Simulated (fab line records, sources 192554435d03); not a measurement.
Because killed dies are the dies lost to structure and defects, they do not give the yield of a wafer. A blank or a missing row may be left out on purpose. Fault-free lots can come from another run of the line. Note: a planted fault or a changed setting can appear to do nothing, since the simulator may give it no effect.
A lot that was struck, set against a sound lot -- flow n5 finfet -- 23 out of 1938 route steps
Sound: wafers L652.3, L652.4, L652.5. The struck wafers were L653.3, L653.4, L653.6. The cause comes at the end.
Per side, at each step with rows, come the tool, then ch with its chambers, and then its first start. Under that, the readings that differ: sound wafers -- struck wafers -- difference of the means -- sigmas: that difference in standard deviations of wafers without a fault.
alike: readings with means less than 2 such deviations apart, plus words and numbers identical on both sides. not compared: withheld readings, readings lacking a value on some wafer, bounds such as >300 that could conceal the same value, and numbers that have no deviation in the record and whose values overlap.
Wherever a step has rows on one side only, a row that says differs or no value, or a row with sigmas, the two part there. Non-overlapping numbers with no deviation appear without sigmas and do not part them. Lack of a reading on every wafer of one side parts them only where that side has two or more wafers.

first, 9 steps without rows for these wafers: N5_BEOL_M5_PEB_09 (peb time 60 s); N5_BEOL_M5_DEVELOP_10 (develop time 30 s); N5_BEOL_M5_DESCUM_16 (chemistry O2, time 7 s); N5_BEOL_M5_ETCH_72 (etches underlayer in N2/H2, target depth 6.5 nm, time 5.2 s); N5_BEOL_M5_ETCH_61 (etches SiARC in CF4, target depth 15.6 nm, time 26 s); N5_BEOL_M5_ETCH_62 (etches SOC in N2/H2, target depth 75 nm, overetch 15 nm, time 112.5 s); N5_BEOL_M5_STRIP_63 (strips in N2/H2); N5_BEOL_M5_STRIP_73 (strips in N2/H2); N5_BEOL_M5_STRIP_64 (strips in CF4).
N5_BEOL_M5_HM_OPEN_17: chemistry Cl2/BCl3, target TiN, target depth 20 nm, overetch 6 nm.
  sound on rie metal-03 ch 0,1, day 10 14:56; struck on rie metal-02 ch 0,1, day 10 23:04
  alike: drypump motor current A, oes product au, throttle valve pct
  not compared: rf hours counter h
then, 10 steps without rows for these wafers: N5_BEOL_M5_STRIP_19 (strips in O2); N5_BEOL_M5_COAT_65 (time 60 s, resist thk 60 nm); N5_BEOL_M5_COAT_66 (time 60 s, resist thk 12 nm); N5_BEOL_M5_COAT_74 (time 60 s, resist thk 5 nm); N5_BEOL_M5_COAT_22 (resist thk 30 nm); N5_BEOL_M5_EBR_24; N5_BEOL_M5_SOFTBAKE_23 (time 60 s); N5_BEOL_M5_EXPOSE_25 (exposes mask V4, defocus 10 nm); N5_BEOL_M5_PEB_26 (peb time 60 s); N5_BEOL_M5_DEVELOP_27 (develop time 30 s).
N5_BEOL_M5_INSPECT_30: inspects for defects (brightfield).
  sound: defect inspect-01 at day 10 17:01; struck: defect inspect-01 at day 10 23:39
reading,sound,struck,difference,sigmas
raw defect count,312 271 366,964 864 1048,+642,+8
then, 1 step without rows for these wafers: N5_BEOL_M5_DESCUM_33 (chemistry O2, time 7 s).
-- the record jumps here: 4 days lie between the struck wafers' starts before and after (it left off in module BEOL_M5 and takes up again in module PASSIVATION, whose first step shown is number 1936 of the route) --
N5_PASSIVATION_PROBE_49:
  rows exist in the record for the struck wafers here (prober-01, day 14 15:35), but not for the sound ones

WHERE THEY PART
First at N5_BEOL_M5_INSPECT_30; last, within this record, at N5_PASSIVATION_PROBE_49.

WHY: what the simulator had put in
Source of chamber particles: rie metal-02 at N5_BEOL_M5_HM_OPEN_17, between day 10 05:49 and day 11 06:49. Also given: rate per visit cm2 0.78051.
